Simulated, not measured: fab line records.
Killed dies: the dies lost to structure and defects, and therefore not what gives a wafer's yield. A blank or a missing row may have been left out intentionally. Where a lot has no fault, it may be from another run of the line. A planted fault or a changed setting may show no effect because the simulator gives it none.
Struck lot and sound lot, side by side || flow n5-finfet || 36 out of 1938 route steps
Sound: wafers L295.3, L295.4, L295.6. Struck: wafer L305.5. (L305.6 of the same lot was not struck and is left out.) The cause comes at the end.
Each step with rows lists, per side, the tool, then ch with its chambers, then its first start. Under that, the readings that differ: sound wafers || struck wafers || difference of the means || sigmas: that difference in standard deviations of wafers without a fault.
alike: words and numbers the same on both sides, and readings whose means are apart by under 2 such deviations; not compared: readings that were withheld, readings missing a value for some wafer, numbers with overlapping values and no deviation given by the record, and bounds like >300 which may hide the same value.
Wherever a step has rows on one side only, a row that says differs or no value, or a row with sigmas, the two part there. Numbers that don't overlap but have no deviation are shown without sigmas and don't part them. Lack of a reading on every wafer of one side parts them only where that side has two or more wafers.

first, 9 steps without rows for these wafers: N5_PMOS_HMC_CHANNEL_EPI_EPI_26 (deposits Si from SiH4/H2, target thk 3.8 nm, time 22.7 s); N5_FIN_SAQP_PRECLEAN_42 (cleans in O3/DIW, time 60 s); N5_FIN_SAQP_PRECLEAN_00 (cleans in SC1, time 60 s); N5_FIN_SAQP_PRECLEAN_44 (cleans in SC2, time 45 s); N5_FIN_SAQP_SRD_01 (time 30 s); N5_FIN_SAQP_ALD_61 (deposits SiO2, target thk 4 nm, pulse time 1 s, purge time 2 s); N5_FIN_SAQP_DENSIFY_62 (time 60 s); N5_FIN_SAQP_HM_DEP_03 (deposits SiNx from SiH4/NH3/N2, target thk 38 nm, time 33.6 s); N5_FIN_SAQP_PECVD_47 (deposits a-Si from SiH4/He, target thk 45 nm, time 36.3 s).
N5_FIN_SAQP_PECVD_48: deposits SiNx from SiH4/NH3/N2, target thk 25 nm, time 22.1 s.
  sound on pecvd-02 ch 0,1, day 3 15:54; struck on pecvd-02 ch 1, day 6 03:23
{"reading": "model.SiNx_of_FIN_SAQP_PECVD_48.thk-nm (nm)", "sound": "25.25 25.72 25.75", "struck": 37.52, "difference": "+11.95", "sigmas": ""}
  alike: heater-power-w, showerhead-plenum-p-Torr, susceptor-temp-C, throttle-valve-pct
then, 16 steps without rows for these wafers: N5_FIN_SAQP_PECVD_06 (deposits a-Si from SiH4/He, target thk 60 nm, time 48.1 s); N5_FIN_SAQP_HM_DEP_72 (deposits SiO2 from SiH4/N2O, target thk 12 nm, time 7.2 s); N5_FIN_SAQP_COAT_49 (time 60 s, resist thk 100 nm); N5_FIN_SAQP_COAT_50 (time 60 s, resist thk 35 nm); N5_FIN_SAQP_COAT_10 (resist thk 90 nm); N5_FIN_SAQP_EBR_12; N5_FIN_SAQP_SOFTBAKE_11 (time 60 s); N5_FIN_SAQP_EXPOSE_13 (exposes mask FIN CORE, target cd 35.6 nm); N5_FIN_SAQP_PEB_14 (peb time 60 s); N5_FIN_SAQP_DEVELOP_15 (develop time 30 s); N5_FIN_SAQP_DESCUM_21 (chemistry O2, time 7.9 s); N5_FIN_SAQP_ETCH_51 (etches SiARC in CF4, target depth 45.5 nm, time 75.8 s); N5_FIN_SAQP_ETCH_52 (etches SOC in N2/H2, target depth 100 nm, overetch 20 nm, time 150 s); N5_FIN_SAQP_STRIP_53 (strips in N2/H2); N5_FIN_SAQP_HM_OPEN_73 (chemistry CHF3/O2, target SiO2, stops on a-Si, target depth 12 nm, time 16.8 s); N5_FIN_SAQP_STRIP_74 (strips in CHF3/O2).
N5_FIN_SAQP_MANDREL_ETCH_22: etches a-Si in HBr/Cl2, stops on SiNx, target depth 60 nm, bt time 10 s, time 30 s.
  sound on rie-si-01 ch 2,3, day 3 17:52; struck on rie-si-04 ch 2, day 6 04:25
{"reading": "model.SiNx_of_FIN_SAQP_PECVD_48.thk-nm (nm)", "sound": "25 25.72 25.5", "struck": 37.45, "difference": "+12.04", "sigmas": ""}
  alike: bias-w, drypump-motor-current-A, oes-product-au, throttle-valve-pct
  not compared: rf-hours-counter-h
then, 7 steps without rows for these wafers: N5_FIN_SAQP_STRIP_55 (strips in N2/H2); N5_FIN_SAQP_STRIP_23 (strips in SPM, time 750 s); N5_FIN_SAQP_SRD_66 (time 30 s); N5_FIN_SAQP_RECESS_75 (chemistry HF/NH3, target SiO2, target depth 14.4 nm, afs cycles 3, sublimation time 60 s); N5_FIN_SAQP_SPACER1_ALD_24 (deposits SiO2, target thk 20.3 nm, pulse time 1 s, purge time 2 s); N5_FIN_SAQP_SPACER1_ETCHBACK_25 (etches SiO2 in CHF3/O2, target depth 24.4 nm, time 12.2 s); N5_FIN_SAQP_MANDREL1_REMOVE_56 (chemistry HBr/Cl2/O2, target a-Si, stops on SiNx, bt time 10 s).
N5_FIN_SAQP_ETCH_57: etches SiNx in CH3F/O2, target depth 32.5 nm, time 46.4 s.
  sound on rie-diel-05 ch 1,3, day 3 20:11; struck on rie-diel-02 ch 0, day 6 06:31
{"reading": "etch-rf-on-time-s (s)", "sound": "47.3 48.8 48.5", "struck": 70.0, "difference": "+21.8", "sigmas": "+23"}
{"reading": "model.etch.depth-nm (nm)", "sound": "25 25.72 25.5", "struck": 37.45, "difference": "+12.04", "sigmas": ""}
  alike: O2_flow_sccm, bias-w, drypump-motor-current-A, oes-product-au, rf-vpp-V, showerhead-plenum-p-Torr, throttle-valve-pct
  not compared: rf-hours-counter-h
-- here the record skips 6 days between the struck wafers' starts before and after, leaving off in module FIN_SAQP and picking up in module BEOL_M4 (first step shown: number 1111 of the route) --
N5_BEOL_M4_RC_MEAS_101:
  sound on prober-01 ch 0, day 9 08:28; struck on prober-02 ch 0, day 12 07:33
  alike: DIBL_N, DIBL_P, IOFF_N, IOFF_P, ION_N, ION_P, SS_N, SS_P, VT_N, VT_P

== WHERE THEY PART ==
Only at N5_FIN_SAQP_ETCH_57, as far as this record shows. Later steps at which nothing parts them and some readings are alike: N5_BEOL_M4_RC_MEAS_101.

WHY: what had been put in by the simulator
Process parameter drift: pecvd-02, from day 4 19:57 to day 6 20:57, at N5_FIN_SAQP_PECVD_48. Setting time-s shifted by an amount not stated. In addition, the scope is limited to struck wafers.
